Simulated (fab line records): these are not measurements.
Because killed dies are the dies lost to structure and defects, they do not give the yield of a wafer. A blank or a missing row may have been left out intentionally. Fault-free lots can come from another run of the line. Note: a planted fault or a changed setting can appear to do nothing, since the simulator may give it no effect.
fab line records    flow n5-finfet
[record] lots = 6  wafers = 18  last-day = 17
route steps=1938 shown BEOL_M4@1074 PASSIVATION@1936
lots untouched by any fault: they come from a run of this same line in which no faults occurred
start-h: hours from the record's opening day to when the first of the lot's shown wafers began    wait-h: hours since the lot's step before    " repeats the value in the row above    L1.1+2: several wafers, shown together as one row    - no value, or no start given    * or withheld: withheld    < > ~ a bound
route shown NAME@n: NAME is a module with steps in the file, n the number in the route of the first one    usual: mean and standard deviation over wafers with no fault    same: alike in all rows    chamber/n: place in a boat    sites: per-site readings    _std_site: the values' standard deviation    _edge_site: inner sites' mean taken away from outer sites' mean    radius-mm: for every site, how far away it sits from the centre of the wafer    mask NAME#n: copy n    behind: the tool/chamber that last shaped the wafer    hold: the reason the lot was held/the length of the hold in hours/how it ended    device: the transistor (n, p or np) that didn't switch    end of line: the same wafers' tests at the end of the route    where a step has no rows: the recipe by itself    killed: not the wafer's yield, but the dies lost to structure and defects at the first sort    map: shows each die of a wafer: x if killed, . if not, _ if none is there
set.NAME: the setting as run; set.NAME@STEP: as run at that earlier step    model.NAME: the simulator's own value behind a step, which no gauge read
lots at some steps of the route; a table a step, a row a wafer
services: when a tool's chamber went out of use (start-h, in hours from the record's first day, below 0 if earlier), for how many hours, and the reason
[[steps]]
[step N5_BEOL_M4_HM_STRIP_39]
[recipe] chemistry = peroxide-tin-strip  material = TiN  target-depth-a = 250  temp-c = 50  time-s = 158
[step N5_BEOL_M4_SRD_40]
[recipe] time-s = 30  temp-c = 23  rinse-liquid = diw  dry = ipa-marangoni
[step N5_BEOL_M4_PRECLEAN_42]
[recipe] chemistry = residue-remover  time-s = 60  temp-c = 40
[step N5_BEOL_M4_SRD_43]
[recipe] time-s = 30  temp-c = 23  rinse-liquid = diw  dry = ipa-marangoni
[step N5_BEOL_M4_CD_MEAS_35]
[recipe] target-cd-nm = 18  target-cd-y-nm = 22.4  polarity = opening
[usual] cd-nm = 18.1/0.39
lot.wafer  tool       chamber  start-h  wait-h  cd-nm
L314.1     cd-sem-02  -        155.70   0.0     18.6
L314.4     "          -        "        "       18.2
L314.6     "          -        "        "       18.9
L324.1     cd-sem-01  -        219.34   0.0     17.5
L324.3     "          -        "        "       17.6
L324.4     "          -        "        "       17.8
L323.4     cd-sem-02  -        219.57   0.0     18.7
L323.5     "          -        "        "       17.9
L323.6     "          -        "        "       18.4
L333.1     cd-sem-03  -        263.03   0.0     17.8
L333.2     "          -        "        "       18.1
L333.3     "          -        "        "       17.2
L335.2     cd-sem-03  -        286.98   0.0     18.1
L335.3     "          -        "        "       18.1
L335.6     "          -        "        "       18.4
L336.3     cd-sem-01  -        292.11   0.0     17.4
L336.4     "          -        "        "       17.8
L336.5     "          -        "        "       18.3
[step N5_BEOL_M4_DEGAS_44]
[recipe] ambient = vacuum  temp-c = 250  time-s = 60
[step N5_BEOL_M4_PRE_CLEAN_45]
[recipe] gas = H2/He  time-s = 30  temp-c = 250
[usual] heater-power-w = 348/54
lot.wafer  tool            chamber  start-h  wait-h  heater-power-w
L314.1     pvd-sputter-03  -        155.81   0.0     308
L314.4     "               -        "        "       356
L314.6     "               -        "        "       324
L324.1     pvd-sputter-01  -        219.81   0.0     260
L324.3     "               -        "        "       340
L324.4     "               -        "        "       335
L323.4     pvd-sputter-01  -        219.97   0.0     339
L323.5     "               -        "        "       430
L323.6     "               -        "        "       262
L333.1     pvd-sputter-01  -        263.51   0.0     264
L333.2     "               -        "        "       323
L333.3     "               -        "        "       332
L335.2     pvd-sputter-02  -        287.16   0.0     330
L335.3     "               -        "        "       316
L335.6     "               -        "        "       324
L336.3     pvd-sputter-01  -        292.19   0.0     444
L336.4     "               -        "        "       332
L336.5     "               -        "        "       441
[step N5_BEOL_M4_ALD_84]
[recipe] material = TaN  target-thk-a = *  temp-c = 275  ald-precursor-family = PDMAT  ald-co-reactant = NH3  pressure-torr = 3  carrier-flow-sccm = 1500  pulse-time-s = 2  purge-time-s = 3  co-reactant-purge-time-s = 2  co-reactant-pulse-time-s = 3  ald-cycles = 30  precursor-vessel-temp-c = 75  precursor-vessel-pressure-torr = 26.25  precursor-vessel-carrier-sccm = 1000
[usual] heater-power-w = 422/56  mfc-carrier-sccm = 1500/4.8
lot.wafer  tool          chamber  start-h  wait-h  heater-power-w  mfc-carrier-sccm
L314.1     ald-metal-02  0        155.87   0.0     369             1508
L314.4     "             1        "        "       384             1509
L314.6     "             0        "        "       355             1501
L324.1     ald-metal-03  0        219.87   0.0     373             1499
L324.3     "             3        "        "       480             1491
L324.4     "             2        "        "       385             1498
L323.4     ald-metal-04  2        220.03   0.0     365             1495
L323.5     "             0        "        "       398             1504
L323.6     "             3        "        "       541             1501
L333.1     ald-metal-03  1        263.59   0.1     483             1496
L333.2     "             3        "        "       471             1506
L333.3     "             0        "        "       377             1501
L335.2     ald-metal-02  2        287.24   0.1     494             1503
L335.3     "             0        "        "       372             1497
L335.6     "             2        "        "       486             1506
L336.3     ald-metal-02  1        292.25   0.0     395             1504
L336.4     "             2        "        "       490             1502
L336.5     "             0        "        "       381             1496
[step N5_BEOL_M4_SURFACE_TREAT_85]
[recipe] gas = Ar  time-s = *  ion-energy-ev = *  ion-current-ma-cm2 = 0.5  pressure-mtorr = *  ar-flow-sccm = 30
[usual] ar-flow-sccm = 30.00/0.088  throttle-valve-pct = *
lot.wafer  tool            chamber  start-h  wait-h  ar-flow-sccm  throttle-valve-pct
L314.1     pvd-sputter-02  -        156.18   0.2     29.74         *
L314.4     "               -        "        "       30.06         *
L314.6     "               -        "        "       30.02         *
L324.1     pvd-sputter-01  -        220.10   0.1     29.96         *
L324.3     "               -        "        "       29.99         *
L324.4     "               -        "        "       30.07         *
L323.4     pvd-sputter-03  -        220.26   0.1     29.90         *
L323.5     "               -        "        "       30.03         *
L323.6     "               -        "        "       30.11         *
L333.1     pvd-sputter-01  -        263.95   0.3     30.10         *
L333.2     "               -        "        "       30.07         *
L333.3     "               -        "        "       30.09         *
L335.2     pvd-sputter-01  -        288.42   1.1     30.00         *
L335.3     "               -        "        "       29.83         *
L335.6     "               -        "        "       29.99         *
L336.3     pvd-sputter-03  -        292.51   0.2     30.03         *
L336.4     "               -        "        "       29.95         *
L336.5     "               -        "        "       29.98         *
[step N5_BEOL_M4_CVD_47]
[recipe] material = Co  target-thk-a = 30  temp-c = withheld  precursor = CCTBA/H2  pressure-torr = 30  time-s = 223.8
[step N5_BEOL_M4_SPUTTER_48]
[recipe] material = Cu  target-thk-a = 45  temp-c = -20  chamber-pressure-pa = 0.07  power-w = withheld  time-s = 8.29
[step N5_BEOL_M4_ANNEAL_49]
[recipe] temp-c = 400  time-s = 240  ambient = vacuum
[usual] heater-power-w = 875/130
lot.wafer  tool            chamber  start-h  wait-h  heater-power-w
L314.1     pvd-sputter-01  -        156.53   0.0     819
L314.4     "               -        "        "       857
L314.6     "               -        "        "       847
L324.1     pvd-sputter-02  -        220.40   0.0     1036
L324.3     "               -        "        "       1007
L324.4     "               -        "        "       802
L323.4     pvd-sputter-03  -        220.88   0.0     753
L323.5     "               -        "        "       763
L323.6     "               -        "        "       1007
L333.1     pvd-sputter-02  -        264.65   0.0     803
L333.2     "               -        "        "       1034
L333.3     "               -        "        "       1036
L335.2     pvd-sputter-01  -        288.84   0.0     1066
L335.3     "               -        "        "       644
L335.6     "               -        "        "       828
L336.3     pvd-sputter-01  -        292.83   0.0     663
L336.4     "               -        "        "       844
L336.5     "               -        "        "       1106
[step N5_BEOL_M4_SPUTTER_79]
[recipe] material = Cu  target-thk-a = 45  temp-c = -20  chamber-pressure-pa = 0.07  power-w = withheld  time-s = 8.29
[usual] chamber-pressure-pa = 0.06999/0.00016  chuck-gas-flow-sccm = 1.25/0.049  throttle-valve-pct = 30.6/0.84
lot.wafer  tool            chamber  start-h  wait-h  chamber-pressure-pa  chuck-gas-flow-sccm  throttle-valve-pct
L314.1     pvd-sputter-01  -        156.67   0.1     0.07006              1.25                 31.8
L314.4     "               -        "        "       0.06979              1.35                 30.5
L314.6     "               -        "        "       0.07                 1.25                 30.4
L324.1     pvd-sputter-02  -        220.54   0.1     -                    -                    -
L324.3     "               -        "        "       -                    -                    -
L324.4     "               -        "        "       -                    -                    -
L323.4     pvd-sputter-03  -        221.02   0.1     -                    -                    -
L323.5     "               -        "        "       -                    -                    -
L323.6     "               -        "        "       -                    -                    -
L333.1     pvd-sputter-02  -        264.79   0.1     0.07014              1.25                 29.6
L333.2     "               -        "        "       0.07012              1.32                 30.7
L333.3     "               -        "        "       0.07017              1.18                 29.8
L335.2     pvd-sputter-01  -        288.98   0.1     0.07013              1.25                 31.6
L335.3     "               -        "        "       0.06998              1.24                 30.2
L335.6     "               -        "        "       0.07005              1.21                 30.6
L336.3     pvd-sputter-01  -        292.97   0.1     0.06996              1.33                 30.1
L336.4     "               -        "        "       0.06988              1.25                 30.3
L336.5     "               -        "        "       0.0702               1.21                 31.3
[step N5_BEOL_M4_ANNEAL_80]
[recipe] temp-c = 400  time-s = 240  ambient = vacuum
[usual] heater-power-w = 873/130
lot.wafer  tool            chamber  start-h  wait-h  heater-power-w
L314.1     pvd-sputter-01  -        156.75   0.0     820
L314.4     "               -        "        "       835
L314.6     "               -        "        "       840
L324.1     pvd-sputter-02  -        220.62   0.0     1011
L324.3     "               -        "        "       1006
L324.4     "               -        "        "       821
L323.4     pvd-sputter-03  -        221.10   0.0     773
L323.5     "               -        "        "       757
L323.6     "               -        "        "       1000
L333.1     pvd-sputter-02  -        264.87   0.0     830
L333.2     "               -        "        "       1056
L333.3     "               -        "        "       1017
L335.2     pvd-sputter-01  -        289.06   0.0     1095
L335.3     "               -        "        "       652
L335.6     "               -        "        "       854
L336.3     pvd-sputter-01  -        293.05   0.0     655
L336.4     "               -        "        "       860
L336.5     "               -        "        "       1090
[step N5_BEOL_M4_RC_MEAS_101]
[usual] DIBL_N = 36.3/1.7  DIBL_P = 36.5/1.8  IOFF_N = 0.16/0.033  IOFF_P = 0.21/0.037  ION_N = 675/11  ION_P = 462/7.9  SS_N = 71.6/0.64  SS_P = 73.3/0.68  VT_N = 249/3.3  VT_P = -250/3.3
lot.wafer  tool       chamber  start-h  wait-h  DIBL_N[mV/V]  DIBL_P[mV/V]  IOFF_N[nA/um]  IOFF_P[nA/um]  ION_N[uA/um]  ION_P[uA/um]  SS_N[mV/dec]  SS_P[mV/dec]  VT_N[mV]  VT_P[mV]
L314.1     prober-01  0        159.31   0.0     35.6          37.3          0.15           0.20           666           452           71.2          73.1          252       -253
L314.4     "          0        "        "       35.2          36.0          0.15           0.19           667           453           71.4          72.6          249       -252
L314.6     "          0        "        "       36.0          37.2          0.15           0.20           661           453           72.1          73.0          253       -255
L324.1     prober-01  0        223.19   0.0     35.6          36.8          0.16           0.23           691           475           71.3          74.3          248       -250
L324.3     "          0        "        "       35.2          35.9          0.15           0.22           679           466           71.8          73.9          252       -250
L324.4     "          0        "        "       35.1          37.3          0.16           0.24           684           468           72.2          73.7          250       -249
L323.4     prober-02  0        224.24   0.6     36.8          36.9          0.14           0.19           669           451           71.4          73.1          253       -252
L323.5     "          0        "        "       36.0          36.4          0.13           0.17           657           448           70.8          72.8          250       -257
L323.6     "          0        "        "       35.1          36.4          0.13           0.19           672           463           70.9          74.2          251       -253
L333.1     prober-01  0        267.45   0.0     35.8          34.5          0.14           0.20           665           465           71.5          71.9          254       -250
L333.2     "          0        "        "       36.5          34.3          0.15           0.20           667           457           71.8          72.8          252       -249
L333.3     "          0        "        "       38.4          38.6          0.19           0.27           675           465           72.3          73.7          249       -246
L335.2     prober-02  0        291.79   0.2     37.9          38.5          0.21           0.22           690           462           72.2          73.7          245       -251
L335.3     "          0        "        "       35.1          35.3          0.16           0.20           684           465           71.2          73.2          247       -254
L335.6     "          0        "        "       39.6          40.9          0.26           0.30           693           471           72.1          75.5          242       -247
L336.3     prober-02  0        298.49   0.3     40.3          39.9          0.24           0.24           693           461           73.0          74.6          246       -254
L336.4     "          0        "        "       40.2          39.7          0.24           0.24           703           466           72.2          74.6          243       -249
L336.5     "          0        "        "       36.1          35.1          0.14           0.17           676           458           71.3          72.9          251       -250
[step N5_PASSIVATION_PROBE_49]
[usual] defect-limited-yield = 91.3/1.5  killed_at_M0_to_M3 = 34/9.4  killed_at_M4_up = 13/5.3  killed-at-contacts = 13/5.7  killed-at-front-end = 40/10  killed-at-other = 3.7/2.8  killed-dies = 103/17  killed-open = 67/13  killed-short = 35/8.5  sort_bin_4_leakage = 0.00/0.016  sort_bin_5_function = 5.0/0.98  sort_bin_6_memory = 3.3/0.7  sort-n-pass = 1077/17  sort-yield-pct = 91.3/1.5
[same] gross-dies = 1180  killed-at-back-side = 0  sort_bin_8_speed[%] = 0
lot.wafer  tool       chamber  start-h  wait-h  defect-limited-yield[%]  killed_at_M0_to_M3  killed_at_M4_up  killed-at-contacts  killed-at-front-end  killed-at-other  killed-dies  killed-open  killed-short  sort_bin_4_leakage[%]  sort_bin_5_function[%]  sort_bin_6_memory[%]  sort-n-pass  sort-yield-pct[%]
L314.1     prober-01  -        261.51   0.0     91.2                     38                  10               9                   46                   1                104          70           34            0                      4.7                     3.7                   1076         91.2
L314.4     prober-01  -        261.66   0.2     90.5                     29                  15               15                  47                   6                112          74           38            0                      6.0                     3.1                   1068         90.5
L314.6     prober-01  -        261.76   0.3     90.2                     39                  10               22                  44                   1                116          68           46            0                      5.4                     4.1                   1064         90.2
L324.1     prober-02  -        326.67   0.1     90.9                     29                  20               14                  41                   3                107          70           29            0                      4.7                     4.0                   1073         90.9
L324.3     prober-02  -        326.77   0.2     90.8                     36                  23               14                  34                   2                109          64           38            0                      5.0                     3.6                   1071         90.8
L324.4     prober-02  -        326.82   0.3     91.9                     20                  16               12                  47                   1                96           52           34            0                      3.9                     3.8                   1084         91.9
L323.4     prober-01  -        331.44   0.2     93.5                     25                  12               9                   28                   3                77           44           27            0                      4.2                     2.3                   1103         93.5
L323.5     prober-01  -        331.49   0.2     92.5                     40                  13               3                   29                   3                88           38           44            0                      4.7                     2.5                   1092         92.5
L323.6     prober-01  -        331.54   0.3     93.1                     26                  19               4                   25                   7                81           44           32            0                      4.2                     2.4                   1099         93.1
L336.3     prober-01  -        392.99   0.1     92.6                     22                  1                10                  43                   11               87           63           24            0                      4.4                     3.0                   1093         92.6
L336.4     prober-01  -        393.04   0.2     91.4                     41                  12               15                  30                   4                102          66           36            0                      4.7                     3.4                   1078         91.4
L336.5     prober-01  -        393.09   0.2     90.0                     50                  14               11                  32                   11               118          82           36            0                      5.3                     4.4                   1062         90.0
// killed by level:class
L314.1 BEOL_M0_SAQP:geometric-particle:open=15 FIN_SAQP:geometric-particle:open=14 FIN_SAQP:geometric-particle:short=8 BEOL_M4:geometric-particle:open=7 BEOL_M1:geometric-particle:open=6 BEOL_M2:geometric-particle:open=6 GATE_CUT:geometric-particle:short=5 MOL_CONTACT_COAG:geometric-particle:open=5
L314.4 FIN_SAQP:geometric-particle:open=14 MOL_CONTACT_COAG:geometric-particle:open=13 BEOL_M4:geometric-particle:open=10 BEOL_M1:geometric-particle:open=7 GATE_CUT:geometric-particle:short=6 BEOL_M0:geometric-particle:open=5 BEOL_M3:geometric-particle:short=5 FIN_SAQP:geometric-particle:short=4
L314.6 MOL_CONTACT_COAG:geometric-particle:open=17 FIN_SAQP:geometric-particle:open=14 FIN_SAQP:geometric-particle:short=12 BEOL_M3:geometric-particle:open=10 BEOL_M1:geometric-particle:open=9 BEOL_M0_SAQP:geometric-particle:short=8 MOL_CONTACT_COAG:geometric-particle:short=5 GATE_CUT:geometric-particle:short=4
L324.1 MOL_CONTACT_COAG:geometric-particle:open=10 STI_FIN_REVEAL:geometric-particle:open=9 BEOL_M1:geometric-particle:open=9 GATE_CUT:geometric-particle:short=8 FIN_SAQP:geometric-particle:open=7 BEOL_M4:interface-void-opened=7 BEOL_M0_SAQP:geometric-particle:open=6 DUMMY_GATE:geometric-particle:open=5
L324.3 MOL_CONTACT_COAG:geometric-particle:open=12 FIN_SAQP:geometric-particle:short=9 BEOL_M1:geometric-particle:open=9 BEOL_M2:geometric-particle:open=8 BEOL_M4:interface-void-opened=7 STI_FIN_REVEAL:geometric-particle:open=5 ILD0:geometric-particle:short=4 BEOL_M0_SAQP:geometric-particle:short=4
L324.4 STI_FIN_REVEAL:geometric-particle:open=9 BEOL_M4:interface-void-opened=9 FIN_SAQP:geometric-particle:short=8 GATE_CUT:geometric-particle:short=7 MOL_CONTACT_COAG:geometric-particle:open=7 BEOL_M0_SAQP:geometric-particle:open=7 FIN_SAQP:geometric-particle:open=6 MOL_CONTACT_COAG:geometric-particle:short=5
L323.4 BEOL_M0_SAQP:geometric-particle:open=9 DUMMY_GATE:geometric-particle:open=6 MOL_CONTACT_COAG:geometric-particle:open=6 BEOL_M4:interface-void-opened=6 GATE_CUT:geometric-particle:short=5 BEOL_M0_SAQP:geometric-particle:short=5 FIN_SAQP:geometric-particle:short=4 ILD0:geometric-particle:open=3
L323.5 BEOL_M0_SAQP:geometric-particle:open=13 BEOL_M0_SAQP:geometric-particle:short=11 ILD0:geometric-particle:short=8 BEOL_M4:interface-void-opened=6 FIN_SAQP:geometric-particle:short=5 BEOL_M1:geometric-particle:short=4 GATE_CUT:geometric-particle:short=3 BEOL_M1:geometric-particle:open=3
L323.6 BEOL_M3:geometric-particle:open=8 STI_FIN_REVEAL:geometric-particle:open=5 BEOL_M2:geometric-particle:open=5 BEOL_M4:interface-void-opened=5 FIN_SAQP:geometric-particle:open=4 GATE_CUT:geometric-particle:short=4 BEOL_M0_SAQP:geometric-particle:short=4 BEOL_M1:geometric-particle:short=4
L336.3 STI_FIN_REVEAL:geometric-particle:open=14 MOL_CONTACT_COAG:geometric-particle:open=9 BEOL_M3:geometric-particle:open=7 DUMMY_GATE:geometric-particle:open=5 BEOL_M2:geometric-particle:open=5 FIN_SAQP:geometric-particle:open=4 BEOL_M0_SAQP:geometric-particle:open=4 FIN_SAQP:geometric-particle:short=3
L336.4 MOL_CONTACT_COAG:geometric-particle:open=12 BEOL_M0_SAQP:geometric-particle:short=12 BEOL_M1:geometric-particle:open=10 STI_FIN_REVEAL:geometric-particle:open=6 BEOL_M0_SAQP:geometric-particle:open=6 BEOL_M3:geometric-particle:open=6 FIN_SAQP:geometric-particle:open=5 GATE_CUT:geometric-particle:short=4
L336.5 BEOL_M0_SAQP:geometric-particle:open=11 BEOL_M3:geometric-particle:open=10 MOL_CONTACT_COAG:geometric-particle:open=9 BEOL_M0_SAQP:geometric-particle:short=8 BEOL_M2:geometric-particle:open=8 FIN_SAQP:geometric-particle:open=7 BEOL_M1:geometric-particle:open=5 GATE_CUT:geometric-particle:short=4
[[services]]
tool            chamber  start-h  hours  kind
ald-metal-02    2        136.13   25.2   repair
ald-metal-03    -        181.49   2.8    pm
ald-metal-04    -        197.73   8.7    pm
ald-metal-03    2        231.99   5.6    repair
ald-metal-03    -        252.44   0.6    repair
pvd-sputter-03  -        278.15   5.5    repair
[[key]]
[first-sign] step = N5_BEOL_M4_SPUTTER_79  reading = tool-record  direction = missing
effect none on later readings
met-at N5_BEOL_M4_SPUTTER_79
struck-wafers L323.4,L323.5,L323.6,L324.1,L324.3,L324.4
[fault] kind = skipped-step-whole  tool = pvd-sputter-02,pvd-sputter-03  chamber = -  onset-h = 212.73  steps = N5_BEOL_M4_SPUTTER_79  scope = struck-lots-only
